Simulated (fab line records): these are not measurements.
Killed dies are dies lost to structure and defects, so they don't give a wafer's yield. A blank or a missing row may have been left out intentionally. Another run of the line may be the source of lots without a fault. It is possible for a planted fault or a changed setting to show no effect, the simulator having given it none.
Split-lot experiment :: flow n5-finfet :: 21 wafers read across 7 lots, on a route 1938 steps long

THE SPLIT
At N5_BEOL_M10_ILD_DEP_00 (deposits SiCOH lowk from DEMS/porogen, target thk 308.51 nm, time 58 s), the setting time-s was moved away from the recipe's 58 s on 8 of the 21 wafers read, by -13.5% to +12.2%. The other wafers ran this setting at the recipe's value.

FROM THE SPLIT ON TO THE READING: in between, the file shows 1 step
- N5_BEOL_M10_CURE_71: cures SiCOH lowk, time 240 s

THE READING
M10_ILD_THK in nanometres, read at N5_BEOL_M10_THK_MEAS_01. On this fab line, fault-free wafers typically give 269 nm with a standard deviation of 4 nm.

wafer: L079.3
tool, chamber at the split: pecvd-03, 0
time-s as run, s: 58
against the recipe: recipe
M10_ILD_THK, nm: 271
against lot-mates on the recipe: -

wafer: L079.4
tool, chamber at the split: pecvd-03, 1
time-s as run, s: 58
against the recipe: recipe
M10_ILD_THK, nm: 272
against lot-mates on the recipe: -

wafer: L079.6
tool, chamber at the split: pecvd-03, 2
time-s as run, s: 58
against the recipe: recipe
M10_ILD_THK, nm: 279
against lot-mates on the recipe: -

wafer: L081.1
tool, chamber at the split: pecvd-03, 0
time-s as run, s: 65.06
against the recipe: +12.2%
M10_ILD_THK, nm: 298
against lot-mates on the recipe: +22

wafer: L081.2
tool, chamber at the split: pecvd-03, 2
time-s as run, s: 65.06
against the recipe: +12.2%
M10_ILD_THK, nm: 304
against lot-mates on the recipe: +28

wafer: L081.4
tool, chamber at the split: pecvd-03, 2
time-s as run, s: 58
against the recipe: recipe
M10_ILD_THK, nm: 276
against lot-mates on the recipe: -

wafer: L088.1
tool, chamber at the split: pecvd-03, 2
time-s as run, s: 50.15
against the recipe: -13.5%
M10_ILD_THK, nm: 234
against lot-mates on the recipe: -38

wafer: L088.3
tool, chamber at the split: pecvd-03, 2
time-s as run, s: 58
against the recipe: recipe
M10_ILD_THK, nm: 272
against lot-mates on the recipe: -

wafer: L088.4
tool, chamber at the split: pecvd-03, 0
time-s as run, s: 50.15
against the recipe: -13.5%
M10_ILD_THK, nm: 228
against lot-mates on the recipe: -44

wafer: L091.2
tool, chamber at the split: pecvd-01, 0
time-s as run, s: 58
against the recipe: recipe
M10_ILD_THK, nm: 264
against lot-mates on the recipe: -

wafer: L091.3
tool, chamber at the split: pecvd-01, 2
time-s as run, s: 58
against the recipe: recipe
M10_ILD_THK, nm: 266
against lot-mates on the recipe: -

wafer: L091.5
tool, chamber at the split: pecvd-01, 1
time-s as run, s: 58
against the recipe: recipe
M10_ILD_THK, nm: 266
against lot-mates on the recipe: -

wafer: L094.3
tool, chamber at the split: pecvd-04, 1
time-s as run, s: 58
against the recipe: recipe
M10_ILD_THK, nm: 267
against lot-mates on the recipe: -

wafer: L094.4
tool, chamber at the split: pecvd-04, 0
time-s as run, s: 51.92
against the recipe: -10.5%
M10_ILD_THK, nm: 246
against lot-mates on the recipe: -21

wafer: L094.6
tool, chamber at the split: pecvd-04, 1
time-s as run, s: 51.92
against the recipe: -10.5%
M10_ILD_THK, nm: 244
against lot-mates on the recipe: -23

wafer: L096.3
tool, chamber at the split: pecvd-04, 0
time-s as run, s: 58
against the recipe: recipe
M10_ILD_THK, nm: 269
against lot-mates on the recipe: -

wafer: L096.4
tool, chamber at the split: pecvd-04, 1
time-s as run, s: 58
against the recipe: recipe
M10_ILD_THK, nm: 272
against lot-mates on the recipe: -

wafer: L096.6
tool, chamber at the split: pecvd-04, 2
time-s as run, s: 58
against the recipe: recipe
M10_ILD_THK, nm: 270
against lot-mates on the recipe: -

wafer: L095.2
tool, chamber at the split: pecvd-03, 1
time-s as run, s: 53.64
against the recipe: -7.5%
M10_ILD_THK, nm: 245
against lot-mates on the recipe: -26

wafer: L095.3
tool, chamber at the split: pecvd-03, 2
time-s as run, s: 58
against the recipe: recipe
M10_ILD_THK, nm: 271
against lot-mates on the recipe: -

wafer: L095.6
tool, chamber at the split: pecvd-03, 2
time-s as run, s: 53.64
against the recipe: -7.5%
M10_ILD_THK, nm: 257
against lot-mates on the recipe: -14

FIT RESULTS
A straight line over all 21 wafers: M10_ILD_THK changes by +2.64 nm for each +1% of time-s; r = +0.97; the points scatter about the line by 4.3 nm.
The same after taking each lot's own level away (the mean of its wafers on the recipe; 21 wafers): +2.45 nm for each +1%; r = +0.97; scatter 4.2 nm.
On that fit, the largest move of time-s shifts the reading by 33 nm.
The span of the lots' own levels, 265.3 to 276.0 nm, comes to 2.7 times the standard deviation stated above.
Hence the lot-to-lot level has little effect on the slope; both slopes agree.
Check: for one of the wafers moved furthest among these (-13.5%), held out of the fit, the line's prediction against its lot-mates is -33.3 nm. It came out at -38 nm against them.

ADDITIONAL SPLITS CARRIED BY THESE WAFERS
Before the reading, these wafers also passed through other splits. Each is held against what the fit with the lots' levels taken away leaves over:
other split on the same wafers: N5_BEOL_M9_EXPOSE_08 dose-mj
wafers away from the commonest value: 9
r with M10_ILD_THK (lot level and that fit taken away): -0.32

THE WHOLE CHAIN: every reading that the file lists as answering this split, in the file's order
step: N5_BEOL_M10_ILD_DEP_00
what it does: deposits SiCOH lowk from DEMS/porogen, target thk 308.51 nm, time 58 s
reading: SiCOH_lowk_of_BEOL_M10_ILD_DEP_00.thk-nm (the simulator's own value, which no gauge read)
change (the file's fit): +2.83 nm for each +1% of the setting
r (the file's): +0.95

step: N5_BEOL_M10_CURE_71
what it does: cures SiCOH lowk, time 240 s
reading: SiCOH_lowk_of_BEOL_M10_ILD_DEP_00.thk-nm (the simulator's own value, which no gauge read)
change (the file's fit): +2.5 nm for each +1% of the setting
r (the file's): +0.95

step: N5_BEOL_M10_THK_MEAS_01
what it does: 
reading: M10_ILD_THK
change (the file's fit): +2.5 for each +1% of the setting
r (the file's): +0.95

FILE'S OWN FIT
M10_ILD_THK changes by +2.5 nm for each +1% of time-s, r = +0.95.
